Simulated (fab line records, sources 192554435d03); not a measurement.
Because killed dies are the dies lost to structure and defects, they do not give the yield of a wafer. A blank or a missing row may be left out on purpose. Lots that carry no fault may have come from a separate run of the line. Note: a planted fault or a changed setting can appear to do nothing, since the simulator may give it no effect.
A struck lot beside a sound one | flow n5_finfet | 15 out of 1938 route steps
Sound: the wafers L937.2, L937.3, L937.6. Struck: wafers L943.1, L943.5, L943.6. At the end, the cause is stated.
Order at every step that has rows: each side's tool, ch and its chambers, its first start. Under that, the readings that differ: sound wafers | struck wafers | difference of the means | sigmas: that difference in standard deviations of wafers without a fault.
alike: words and numbers the same on both sides, and readings whose means are apart by under 2 such deviations; not compared: readings that were withheld, readings missing a value for some wafer, numbers with overlapping values and no deviation given by the record, and bounds like >300 which may hide the same value.
Wherever a step has rows on one side only, a row that says differs or no value, or a row with sigmas, the two part there. Non-overlapping numbers with no deviation appear without sigmas and do not part them. A reading missing from all wafers of one side parts the sides only when that side holds two or more wafers.

first, 4 steps without rows for these wafers: N5_BEOL_M13_EXPOSE_07 (exposes mask V12); N5_BEOL_M13_PEB_08 (peb time 90 s); N5_BEOL_M13_DEVELOP_09 (develop time 45 s); N5_BEOL_M13_HARDBAKE_14 (time 120 s).
N5_BEOL_M13_CD_MEAS_10 targets a cd of 190 nm.
  sound on cd_sem-02 ch 0, day 12 17:51; struck on cd_sem-03 ch 0, day 13 21:55
  alike: cd_nm
N5_BEOL_M13_OVL_MEAS_11:
  sound on overlay-02 ch 0, day 12 17:53; struck on overlay-01 ch 0, day 13 21:56
  alike: V12_OVL
N5_BEOL_M13_INSPECT_12: inspects for defects (macro).
  sound: defect_inspect-01 at day 12 17:55; struck: defect_inspect-01 at day 13 21:58
  alike: raw_defect_count
N5_BEOL_M13_DESCUM_15: chemistry O2, time 7.9 s.
  sound on rie_diel-02 ch 0,1, day 12 18:01; struck on rie_diel-06 ch 0,1,2, day 13 22:00
  alike: drypump_motor_current_A, oes_product_au, rf_fwd_power_W, rf_vpp_V, showerhead_plenum_p_Torr, throttle_valve_pct
  not compared: rf_hours_counter_h
N5_BEOL_M13_ETCH_59: etches BARC in N2/H2, target depth 89 nm, overetch 26.7 nm, time 67.9 s.
  sound on rie_diel-02 ch 0,1, day 12 18:03; struck on rie_diel-06 ch 0,1,2, day 13 22:02
  alike: drypump_motor_current_A, oes_product_au, rf_fwd_power_W, rf_vpp_V, showerhead_plenum_p_Torr, throttle_valve_pct
  not compared: rf_hours_counter_h
N5_BEOL_M13_VIA_ETCH_16: etches SiOC in C4F8/O2/Ar, target depth 921.7 nm.
  sound on rie_diel-02 ch 0,1, day 12 18:07; struck on rie_diel-06 ch 0,1,2, day 13 22:05
  alike: drypump_motor_current_A, he_inner_torr, oes_product_au, rf_fwd_power_W, rf_vpp_V, showerhead_plenum_p_Torr, throttle_valve_pct
N5_BEOL_M13_STRIP_63: strips in N2/H2.
  sound on plasma_asher-02 ch 0,1, day 12 18:20; struck on plasma_asher-01 ch 0,1, day 13 22:19
  alike: chamber_pressure_mTorr, drypump_motor_current_A, heater_power_w, oes_product_au, strip_time_to_endpoint_s
  not compared: rf_hours_counter_h
N5_BEOL_M13_STRIP_64: strips in N2/H2.
  sound on plasma_asher-02 ch 0,1, day 12 18:24; struck on plasma_asher-01 ch 0,1, day 13 22:23
  alike: drypump_motor_current_A, h2_flow_sccm, heater_power_w, oes_product_au, strip_time_to_endpoint_s
  not compared: rf_hours_counter_h
N5_BEOL_M13_STRIP_71: strips in post etch residue remover, time 60 s.
  sound on wet_bench-06 ch 2,5,6, day 12 18:29; struck on wet_bench-06 ch 2,6,7, day 13 22:28
  no value came back on the struck wafers for run_length_s (s), temp_c (C); on the sound wafers run_length_s (s) reads 69.0 64.8 67.4
then, 1 step without rows for these wafers: N5_BEOL_M13_SRD_72 (time 30 s, dry time 30 s).
N5_PASSIVATION_PROBE_49:
  sound wafers here have rows in the record (prober-02, day 14 02:30); struck ones have none

== WHERE THEY PART ==
At N5_BEOL_M13_STRIP_71 first; at N5_PASSIVATION_PROBE_49 last (within this record only).

WHY: the cause the simulator had injected
At N5_BEOL_M13_STRIP_71, the step was skipped entirely on wet_bench-06 from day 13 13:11 on. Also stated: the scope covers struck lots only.
